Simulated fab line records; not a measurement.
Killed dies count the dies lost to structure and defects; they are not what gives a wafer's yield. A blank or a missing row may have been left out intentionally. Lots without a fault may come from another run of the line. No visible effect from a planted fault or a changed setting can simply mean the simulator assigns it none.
fab line records	flow n5-finfet
record lots=5	wafers=15	last-day=16
route steps=1938 shown BEOL_M1@788 BEOL_M4@1111 PASSIVATION@1936
lots that met no fault: from a run of the same line without faults
start-h: start of the lot's first displayed wafer, in hours after the record's first day	wait-h: hours from the lot's prior step to this one	" same as the row above	L1.1+2: a single row standing in for several wafers	- no value, or no start was given	* or withheld: withheld	< > ~ a bound
route shown NAME@n: a module of which the file shows steps, and the number in the route of the first	usual: the fault-free wafers' mean and standard deviation	same: alike in all rows	chamber/n: place in a boat	sites: each site's reading	_std_site: standard deviation across them	_edge_site: outer sites' mean less inner sites'	radius-mm: how far each site lies from the wafer's centre	mask NAME#n: copy n	behind: tool/chamber where the wafer was last shaped	hold: why the lot went on hold/how many hours it stayed there/how the hold came to an end	device: the n, p or np transistor that did not switch	end of line: tests of these same wafers at the route's end	a step without rows: its recipe alone	killed: not the wafer's yield, but the dies lost to structure and defects at the first sort	map: a wafer's dies, marking killed ones x, the rest . and places with no die _
set.NAME: the run value of the setting; set.NAME@STEP: its run value at that earlier step	model.NAME: the simulator's own value behind a step, which no gauge read
lots seen at some steps along the route; tables by step, rows by wafer
services: the hour from which a tool's chamber was out of use, counted from the record's first day as start-h (under 0 if before that day), plus the number of hours and why
## steps
# step N5_BEOL_M1_INSPECT_30
# recipe mode=adi	inspect-instrument=brightfield
# usual raw-defect-count=444/110
lot.wafer	tool	chamber	start-h	wait-h	raw-defect-count
L442.1	defect-inspect-01	-	135.46	0.1	435
L442.4	"	-	"	"	388
L442.5	"	-	"	"	400
L444.2	defect-inspect-02	-	146.32	0.0	438
L444.3	"	-	"	"	380
L444.4	"	-	"	"	337
L450.2	defect-inspect-01	-	182.75	0.0	409
L450.4	"	-	"	"	349
L450.5	"	-	"	"	469
L451.1	defect-inspect-02	-	188.71	0.1	430
L451.4	"	-	"	"	412
L451.5	"	-	"	"	411
L457.2	defect-inspect-01	-	225.67	0.0	379
L457.4	"	-	"	"	410
L457.6	"	-	"	"	452
# step N5_BEOL_M1_DESCUM_33
# recipe chemistry=O2	time-s=7	source-power-w=50	bias-power-w=20	pressure-mtorr=20	rf-frequency-hz=2.712e+07	temp-c=40	resist=CAR-EUV	o2-flow-sccm=225
# step N5_BEOL_M1_ETCH_77
# recipe chemistry=N2/H2	target=underlayer	target-depth-a=65	mask-material=CAR-EUV	time-s=5.2	ion-energy-ev=200	pressure-mtorr=30	source-w=840	bias-w=150	n2-flow-sccm=200	h2-flow-sccm=200	ends=cleared
# step N5_BEOL_M1_ETCH_69
# recipe chemistry=CF4	target=SiARC	target-depth-a=156	mask-material=CAR-EUV	time-s=26	ion-energy-ev=80	pressure-mtorr=40	source-w=545	bias-w=36	Ar_flow_sccm=100	cf4-flow-sccm=100	ends=cleared
# usual cf4-flow-sccm=100.0/0.3	drypump-motor-current-A=5.7/0.39	etch-rf-on-time-s=25.9/0.8	oes-product-au=0.69/0.076	rf-vpp-V=184.5/1	showerhead-plenum-p-Torr=2.18/0.047	throttle-valve-pct=15.52/0.22
lot.wafer	tool	chamber	start-h	wait-h	cf4-flow-sccm	drypump-motor-current-A	etch-rf-on-time-s	oes-product-au	rf-hours-counter-h	rf-vpp-V	showerhead-plenum-p-Torr	throttle-valve-pct
L442.1	rie-diel-01	1	135.55	0.0	99.7	5.7	27.4	0.73	45	184.3	2.27	15.59
L442.4	"	2	"	"	100.0	5.8	25.3	0.78	25	185.0	2.11	15.71
L442.5	"	0	"	"	100.2	5.6	26.7	0.59	-	184.2	2.12	15.81
L444.2	rie-diel-05	1	146.41	0.0	100.2	5.6	26.8	0.74	32	184.6	2.19	15.42
L444.3	"	0	"	"	100.3	5.0	24.7	0.63	202	185.3	2.21	15.52
L444.4	"	2	"	"	99.8	5.7	26.8	0.79	11	185.0	2.18	15.28
L450.2	rie-diel-01	0	182.84	0.0	100.1	5.6	26.0	0.59	241	184.8	2.12	15.84
L450.4	"	3	"	"	99.8	6.2	25.8	0.82	5	185.3	2.11	15.16
L450.5	"	0	"	"	100.1	5.6	25.9	0.59	-	184.9	2.12	15.84
L451.1	rie-diel-04	3	188.79	0.0	99.9	6.1	25.4	0.69	116	183.4	2.18	15.34
L451.4	"	1	"	"	99.7	5.0	25.2	0.64	-	185.3	2.19	15.31
L451.5	"	3	"	"	100.2	6.1	25.3	0.70	-	184.7	2.18	15.36
L457.2	rie-diel-04	3	225.76	0.0	100.1	6.1	24.7	0.70	126	185.5	2.18	15.39
L457.4	"	2	"	"	99.6	6.0	25.1	0.81	14	184.2	2.17	15.55
L457.6	"	0	"	"	100.4	5.4	26.2	0.62	-	185.4	2.22	15.73
# step N5_BEOL_M1_ALD_98
# recipe material=SiO2	target-thk-a=25	temp-c=100	ald-precursor-family=BDEAS	ald-co-reactant=O2-plasma	pulse-time-s=1	co-reactant-pulse-time-s=1	purge-time-s=2	co-reactant-purge-time-s=2	ald-cycles=17	pressure-torr=2
# step N5_BEOL_M1_ETCHBACK_99
# recipe chemistry=CHF3	target=SiO2	target-depth-a=50	time-s=10.4	source-w=215	bias-w=47	Ar_flow_sccm=200	CHF3_flow_sccm=12	ion-energy-ev=100	pressure-mtorr=30
# usual drypump-motor-current-A=5.7/0.4	oes-product-au=0.81/0.085	rf-vpp-V=241/5.8	showerhead-plenum-p-Torr=2.19/0.047	throttle-valve-pct=16.95/0.22
lot.wafer	tool	chamber	start-h	wait-h	drypump-motor-current-A	oes-product-au	rf-hours-counter-h	rf-vpp-V	showerhead-plenum-p-Torr	throttle-valve-pct
L442.1	rie-diel-05	2	137.10	1.4	5.7	0.96	8	248	2.18	16.66
L442.4	"	1	"	"	5.6	0.89	29	238	2.22	16.94
L442.5	"	3	"	"	5.8	0.71	-	239	2.24	17.05
L444.2	rie-diel-04	3	148.40	1.7	6.1	0.82	102	250	2.20	16.77
L444.3	"	0	"	"	5.4	0.75	160	239	2.24	17.11
L444.4	"	2	"	"	6.0	0.69	245	237	2.19	17.38
L450.2	rie-diel-05	2	183.99	0.7	5.7	0.91	25	249	2.18	16.68
L450.4	"	0	"	"	5.0	0.71	215	237	2.23	17.06
L450.5	"	3	"	"	5.8	0.91	-	239	2.24	16.62
L451.1	rie-diel-01	0	193.28	4.3	5.6	0.68	244	236	2.12	17.23
L451.4	"	2	"	"	5.8	0.88	44	241	2.12	17.21
L451.5	"	0	"	"	5.6	0.68	-	237	2.12	17.23
L457.2	rie-diel-01	3	227.19	1.3	6.2	0.92	13	233	2.13	16.76
L457.4	"	2	"	"	5.8	0.86	50	241	2.11	17.24
L457.6	"	3	"	"	6.2	0.92	-	233	2.13	16.77
# step N5_BEOL_M1_ETCH_70
# recipe chemistry=N2/H2	target=SOC	target-depth-a=800	overetch-a=160	mask-material=SiARC	temp-c=40	time-s=120	ion-energy-ev=200	pressure-mtorr=30	source-w=840	bias-w=150	n2-flow-sccm=200	h2-flow-sccm=200
# step N5_BEOL_M1_STRIP_71
# recipe chemistry=N2/H2	temp-c=40	n2-flow-sccm=200	h2-flow-sccm=200	rf-frequency-hz=6e+07
# step N5_BEOL_M1_STRIP_78
# recipe chemistry=N2/H2	temp-c=40	n2-flow-sccm=200	h2-flow-sccm=200	rf-frequency-hz=6e+07
# step N5_BEOL_M1_VIA_ETCH_34
# recipe chemistry=C4F6/O2	target-depth-a=678	mask-material=SOC	pressure-mtorr=15	ion-energy-ev=250	taper-deg=4	time-s=64.4	source-w=350	bias-w=170	Ar_flow_sccm=300	C4F6_flow_sccm=10	O2_flow_sccm=10
# usual drypump-motor-current-A=5.7/0.4	oes-product-au=0.82/0.086	rf-vpp-V=666/15	run-length-s=87.7/0.43	showerhead-plenum-p-Torr=2.89/0.059	throttle-valve-pct=30.59/0.28
lot.wafer	tool	chamber	start-h	wait-h	drypump-motor-current-A	oes-product-au	rf-hours-counter-h	rf-vpp-V	run-length-s	showerhead-plenum-p-Torr	throttle-valve-pct
L442.1	rie-diel-05	2	137.24	0.0	5.7	0.96	8	688	87.7	2.89	30.16
L442.4	"	1	"	"	5.6	0.89	29	655	87.1	2.93	30.79
L442.5	"	3	"	"	5.8	0.70	-	659	87.4	2.96	30.75
L444.2	rie-diel-04	3	148.54	0.0	6.1	0.83	102	692	87.8	2.90	30.51
L444.3	"	0	"	"	5.4	0.76	160	661	88.7	2.95	30.70
L444.4	"	2	"	"	6.0	0.68	245	653	88.3	2.89	30.65
L450.2	rie-diel-05	2	184.13	0.0	5.7	0.91	25	688	88.0	2.88	30.20
L450.4	"	0	"	"	5.0	0.72	215	657	87.9	2.95	30.83
L450.5	"	3	"	"	5.8	0.91	-	660	87.5	2.95	30.47
L451.1	rie-diel-01	0	193.42	0.0	5.6	0.69	244	651	87.6	2.80	30.64
L451.4	"	2	"	"	5.8	0.87	44	666	87.2	2.80	31.12
L451.5	"	0	"	"	5.6	0.68	-	651	87.7	2.80	30.67
L457.2	rie-diel-01	3	227.33	0.0	6.2	0.92	13	644	87.8	2.82	30.69
L457.4	"	2	"	"	5.8	0.86	50	667	87.1	2.79	31.11
L457.6	"	3	"	"	6.2	0.92	-	644	87.9	2.82	30.68
# step N5_BEOL_M1_STRIP_83
# recipe chemistry=C4F6/O2	resist=SiARC	rf-frequency-hz=6e+07
# step N5_BEOL_M1_STRIP_36
# recipe chemistry=N2/H2	power-w=450	temp-c=40	pressure-mtorr=20	rf-frequency-hz=6e+07	overash-fraction=0.3	bias-power-w=7	h2-frac=0.5	n2-flow-sccm=200	h2-flow-sccm=200
# usual drypump-motor-current-A=5.7/0.4	oes-product-au=0.82/0.086	rf-vpp-V=59.2/1.4	showerhead-plenum-p-Torr=2.57/0.071	throttle-valve-pct=23.4/0.34
lot.wafer	tool	chamber	start-h	wait-h	drypump-motor-current-A	oes-product-au	rf-hours-counter-h	rf-vpp-V	showerhead-plenum-p-Torr	throttle-valve-pct
L442.1	rie-diel-05	2	137.30	0.0	5.7	0.95	8	60.9	2.58	23.2
L442.4	"	1	"	"	5.6	0.91	29	60.0	2.59	23.5
L442.5	"	3	"	"	5.8	0.71	-	59.7	2.58	23.0
L444.2	rie-diel-04	3	148.60	0.0	6.1	0.84	102	60.7	2.53	22.7
L444.3	"	0	"	"	5.4	0.75	160	57.9	2.63	23.3
L444.4	"	2	"	"	6.0	0.69	245	58.3	2.59	23.6
L450.2	rie-diel-05	2	184.19	0.0	5.7	0.91	25	58.6	2.58	23.2
L450.4	"	0	"	"	5.0	0.70	215	61.5	2.62	23.6
L450.5	"	3	"	"	5.8	0.91	-	59.4	2.58	22.7
L451.1	rie-diel-01	0	193.48	0.0	5.6	0.68	244	57.1	2.48	23.3
L451.4	"	2	"	"	5.8	0.88	44	58.1	2.47	23.7
L451.5	"	0	"	"	5.6	0.68	-	58.7	2.48	23.3
L457.2	rie-diel-01	3	227.39	0.0	6.2	0.90	13	58.8	2.50	23.5
L457.4	"	2	"	"	5.8	0.86	50	58.5	2.47	23.7
L457.6	"	3	"	"	6.2	0.91	-	60.4	2.50	23.4
# step N5_BEOL_M1_TRENCH_ETCH_37
# recipe chemistry=C4F6/O2	target-depth-a=552.07	target=SiOC	time-s=29	ion-energy-ev=250	pressure-mtorr=30	source-w=355	bias-w=185	Ar_flow_sccm=300	C4F6_flow_sccm=10	O2_flow_sccm=10
# usual drypump-motor-current-A=5.7/0.4	oes-product-au=0.81/0.085	rf-vpp-V=666/16	run-length-s=52.3/0.44	showerhead-plenum-p-Torr=2.89/0.059	throttle-valve-pct=20.73/0.22
lot.wafer	tool	chamber	start-h	wait-h	drypump-motor-current-A	oes-product-au	rf-hours-counter-h	rf-vpp-V	run-length-s	showerhead-plenum-p-Torr	throttle-valve-pct	model.etch.depth-nm	model.BEOL_M1.feature-depth-nm	model.TiN_of_BEOL_M1_HM_DEP_02.thk-nm
L442.1	rie-diel-05	2	137.34	-	5.7	0.95	8	690	52.3	2.89	20.45	54.56	54.6	17.8
L442.4	"	1	"	"	5.6	0.88	29	656	52.2	2.93	20.82	54.82	54.8	17.8
L442.5	"	3	"	"	5.8	0.71	-	660	52.3	2.96	20.80	55.3	55.2	17.6
L444.2	rie-diel-04	3	148.64	-	6.1	0.83	102	692	51.8	2.90	20.59	57.13	57.2	17.4
L444.3	"	0	"	"	5.4	0.75	160	661	53.2	2.96	20.85	54.89	54.8	17.2
L444.4	"	2	"	"	6.0	0.69	245	652	53.1	2.90	21.11	56.04	56	17.8
L450.2	rie-diel-05	2	184.23	-	5.7	0.90	25	690	52.1	2.88	20.48	54.97	55	18
L450.4	"	0	"	"	5.0	0.71	215	656	52.2	2.95	20.84	56.03	56	18
L450.5	"	3	"	"	5.8	0.91	-	661	52.3	2.96	20.45	52.04	52	18.4
L451.1	rie-diel-01	0	193.52	-	5.6	0.68	244	652	52.0	2.80	20.96	54.3	54.4	18.2
L451.4	"	2	"	"	5.8	0.88	44	668	52.0	2.80	21.09	56.33	56.4	17.4
L451.5	"	0	"	"	5.6	0.68	-	651	52.3	2.80	20.96	53.92	54	18
L457.2	rie-diel-01	3	227.43	-	6.2	0.92	13	644	52.8	2.82	20.63	55.33	55.4	18.2
L457.4	"	2	"	"	5.8	0.87	50	666	42.8	2.80	21.10	38.59	38.6	18.4
L457.6	"	3	"	"	6.2	0.92	-	643	52.9	2.82	20.62	55.2	55.2	17.8
# step N5_BEOL_M1_ETCH_41
# recipe chemistry=CH3F/O2	target=SiCN	target-depth-a=319	taper-deg=2	time-s=57.8	ion-energy-ev=120	mask-material=TiN	pressure-mtorr=30	source-w=395	bias-w=75	Ar_flow_sccm=150	CH3F_flow_sccm=30	O2_flow_sccm=20
# step N5_BEOL_M1_STRIP_97
# recipe chemistry=N2/H2	time-s=10	power-w=450	temp-c=40	pressure-mtorr=20	rf-frequency-hz=6e+07	bias-power-w=7	n2-flow-sccm=200	h2-flow-sccm=200
# usual drypump-motor-current-A=5.7/0.4	oes-product-au=0.82/0.085	rf-vpp-V=59.3/0.86	showerhead-plenum-p-Torr=2.57/0.071	throttle-valve-pct=23.4/0.35
lot.wafer	tool	chamber	start-h	wait-h	drypump-motor-current-A	oes-product-au	rf-hours-counter-h	rf-vpp-V	showerhead-plenum-p-Torr	throttle-valve-pct
L442.1	rie-diel-05	2	-	-	5.7	0.97	8	59.7	2.58	23.2
L442.4	"	1	"	"	5.6	0.90	29	60.5	2.59	23.5
L442.5	"	3	"	"	5.8	0.72	-	59.6	2.58	23.0
L444.2	rie-diel-04	3	-	-	6.1	0.84	102	58.3	2.53	22.7
L444.3	"	0	"	"	5.4	0.76	160	59.0	2.63	23.3
L444.4	"	2	"	"	6.0	0.68	245	58.9	2.59	23.6
L450.2	rie-diel-05	2	-	-	5.6	0.93	25	59.4	2.58	23.2
L450.4	"	0	"	"	5.0	0.70	215	59.9	2.62	23.6
L450.5	"	3	"	"	5.8	0.91	-	59.1	2.58	22.7
L451.1	rie-diel-01	0	-	-	5.6	0.69	244	59.4	2.48	23.3
L451.4	"	2	"	"	5.8	0.88	44	58.7	2.47	23.7
L451.5	"	0	"	"	5.6	0.69	-	58.2	2.48	23.3
L457.2	rie-diel-01	3	-	-	6.2	0.91	13	59.3	2.50	23.5
L457.4	"	2	"	"	5.8	0.87	50	61.4	2.47	23.7
L457.6	"	3	"	"	6.2	0.91	-	60.7	2.50	23.4
# step N5_BEOL_M1_OCD_MEAS_38
# usual trench-depth-nm=55.4/1.2
lot.wafer	tool	chamber	start-h	wait-h	trench-depth-nm
L442.1	ocd-01	-	137.50	-	55.1
L442.4	"	-	"	"	55.1
L442.5	"	-	"	"	55.2
L444.2	ocd-01	-	148.79	-	56.9
L444.3	"	-	"	"	55.2
L444.4	"	-	"	"	55.8
L450.2	ocd-02	-	184.38	-	54.6
L450.4	"	-	"	"	55.9
L450.5	"	-	"	"	52.1
L451.1	ocd-01	-	193.67	-	53.9
L451.4	"	-	"	"	56.1
L451.5	"	-	"	"	54.0
L457.2	ocd-01	-	227.58	-	55.4
L457.4	"	-	"	"	38.1
L457.6	"	-	"	"	55.3
# step N5_BEOL_M1_HM_STRIP_39
# recipe chemistry=peroxide-tin-strip	material=TiN	target-depth-a=250	temp-c=50	time-s=158
# step N5_BEOL_M4_RC_MEAS_101
# usual DIBL_N=35.9/2.5	DIBL_P=36.0/3	IOFF_N=0.16/0.047	IOFF_P=0.21/0.047	ION_N=671/14	ION_P=460/8.8	SS_N=71.5/0.73	SS_P=73.2/0.91	VT_N=250/4.3	VT_P=-251/3.6
lot.wafer	tool	chamber	start-h	wait-h	DIBL_N[mV/V]	DIBL_P[mV/V]	IOFF_N[nA/um]	IOFF_P[nA/um]	ION_N[uA/um]	ION_P[uA/um]	SS_N[mV/dec]	SS_P[mV/dec]	VT_N[mV]	VT_P[mV]
L442.1	prober-02	0	182.78	0.0	39.2	40.9	0.29	0.31	712	481	72.3	74.6	235	-243
L442.4	"	0	"	"	35.0	35.5	0.15	0.20	667	461	71.3	73.6	251	-253
L442.5	"	0	"	"	39.8	41.4	0.26	0.31	691	473	72.5	74.5	242	-246
L444.2	prober-02	0	185.32	0.2	34.4	33.1	0.13	0.17	654	454	71.9	72.0	253	-253
L444.3	"	0	"	"	31.4	31.8	0.09	0.15	647	453	70.7	72.0	255	-253
L444.4	"	0	"	"	37.4	37.1	0.17	0.21	693	466	72.5	73.5	247	-250
L451.1	prober-01	0	225.22	0.0	33.0	34.3	0.12	0.19	662	462	71.7	72.3	253	-250
L451.4	"	0	"	"	37.4	38.9	0.21	0.27	684	473	71.8	73.9	244	-244
L451.5	"	0	"	"	33.5	35.2	0.13	0.21	679	472	71.0	72.7	251	-246
L450.2	prober-02	0	225.36	0.2	32.1	32.1	0.11	0.17	649	453	70.8	71.7	256	-251
L450.4	"	0	"	"	35.1	36.8	0.16	0.24	669	471	71.4	72.6	249	-245
L450.5	"	0	"	"	38.6	41.1	0.23	0.29	690	478	71.3	73.3	246	-246
L457.2	prober-02	0	269.22	0.2	38.0	38.8	0.18	0.25	682	469	71.7	74.4	246	-247
L457.4	"	0	"	"	37.5	38.7	0.19	0.25	682	469	71.1	73.8	244	-248
L457.6	"	0	"	"	34.9	35.3	0.14	0.20	682	469	69.9	72.6	249	-249
# step N5_PASSIVATION_PROBE_49
# usual defect-limited-yield=91.4/1.4	killed_at_M0_to_M3=34/8.9	killed_at_M4_up=13/4.6	killed-at-contacts=12/5.5	killed-at-front-end=41/11	killed-at-other=3.1/2.9	killed-dies=102/16	killed-open=66/11	killed-short=34/7.6	sort_bin_4_leakage=0.01/0.14	sort_bin_5_function=5.1/0.89	sort_bin_6_memory=3.2/0.61	sort_bin_8_speed=0.02/0.12	sort-n-pass=1078/16	sort-yield-pct=91.3/1.4
# same gross-dies=1180	killed-at-back-side=0
lot.wafer	tool	chamber	start-h	wait-h	defect-limited-yield[%]	killed_at_M0_to_M3	killed_at_M4_up	killed-at-contacts	killed-at-front-end	killed-at-other	killed-dies	killed-open	killed-short	sort_bin_4_leakage[%]	sort_bin_5_function[%]	sort_bin_6_memory[%]	sort_bin_8_speed[%]	sort-n-pass	sort-yield-pct[%]
L451.1	prober-01	-	326.36	0.0	93.2	30	8	7	34	1	80	54	26	0	4.1	2.7	0	1100	93.2
L451.4	prober-01	-	326.51	0.2	89.8	42	5	9	63	1	120	76	44	0	5.2	4.5	0	1060	89.8
L451.5	prober-01	-	326.56	0.2	93.1	33	8	8	32	0	81	54	27	0	3.8	3.0	0	1099	93.1
# killed by level:class
L451.1 STI_FIN_REVEAL:geometric-particle:open=10 BEOL_M0_SAQP:geometric-particle:open=9 BEOL_M0_SAQP:geometric-particle:short=7 MOL_CONTACT_COAG:geometric-particle:open=6 BEOL_M2:geometric-particle:open=5 FIN_SAQP:geometric-particle:short=4 DUMMY_GATE:geometric-particle:open=4 FIN_SAQP:geometric-particle:open=3
L451.4 FIN_SAQP:geometric-particle:open=18 STI_FIN_REVEAL:geometric-particle:open=12 BEOL_M2:geometric-particle:open=11 BEOL_M0_SAQP:geometric-particle:short=10 BEOL_M0_SAQP:geometric-particle:open=9 FIN_SAQP:geometric-particle:short=6 MOL_CONTACT_COAG:geometric-particle:open=6 BEOL_M0:geometric-particle:open=6
L451.5 BEOL_M0_SAQP:geometric-particle:short=9 BEOL_M0_SAQP:geometric-particle:open=8 FIN_SAQP:geometric-particle:open=7 MOL_CONTACT_COAG:geometric-particle:open=7 STI_FIN_REVEAL:geometric-particle:open=6 BEOL_M2:geometric-particle:open=5 GATE_CUT:geometric-particle:short=5 BEOL_M4:geometric-particle:open=5
## services
tool	chamber	start-h	hours	kind
rie-diel-04	0	135.51	2.6	repair
rie-diel-04	2	137.67	9.0	repair
rie-diel-01	3	146.17	-	clean
rie-diel-01	3	146.17	-	consumable-replace:focus-ring
rie-diel-01	3	146.17	16.4	scheduled-down
rie-diel-01	3	146.17	16.4	vent-cycle
rie-diel-05	3	154.00	3.5	repair
rie-diel-04	-	156.29	1.1	repair
rie-diel-05	3	157.53	-	clean
rie-diel-05	3	157.53	-	consumable-replace:focus-ring
rie-diel-05	3	157.53	14.8	scheduled-down
rie-diel-05	3	157.53	14.8	vent-cycle
rie-diel-04	2	166.11	-	clean
rie-diel-04	2	166.11	-	consumable-replace:focus-ring
rie-diel-04	2	166.11	30.5	scheduled-down
rie-diel-04	2	166.11	30.5	vent-cycle
rie-diel-04	1	173.36	6.0	repair
rie-diel-05	-	200.69	1.2	repair
rie-diel-04	3	204.29	12.3	repair
rie-diel-01	-	205.20	14.6	pm
## key
first-sign step=N5_BEOL_M1_TRENCH_ETCH_37	reading=run-length-s	direction=down	sigmas=22	usual=*	struck=*
effect step=N5_BEOL_M1_OCD_MEAS_38	reading=trench-depth-nm	direction=down	sigmas=15	usual=55.4	struck=38.1
model-effect step=N5_BEOL_M1_TRENCH_ETCH_37	value=etch.depth-nm	without=56.22	struck=38.59
met-at N5_BEOL_M1_TRENCH_ETCH_37
struck-wafers L457.4
onset-between 193.52 227.43
fault kind=process-parameter-drift	tool=rie-diel-01	chamber=2	onset-h=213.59	steps=N5_BEOL_M1_TRENCH_ETCH_37	channel=time-s	offset=*	shape=step	end-h=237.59	acts-in=*	stated=*
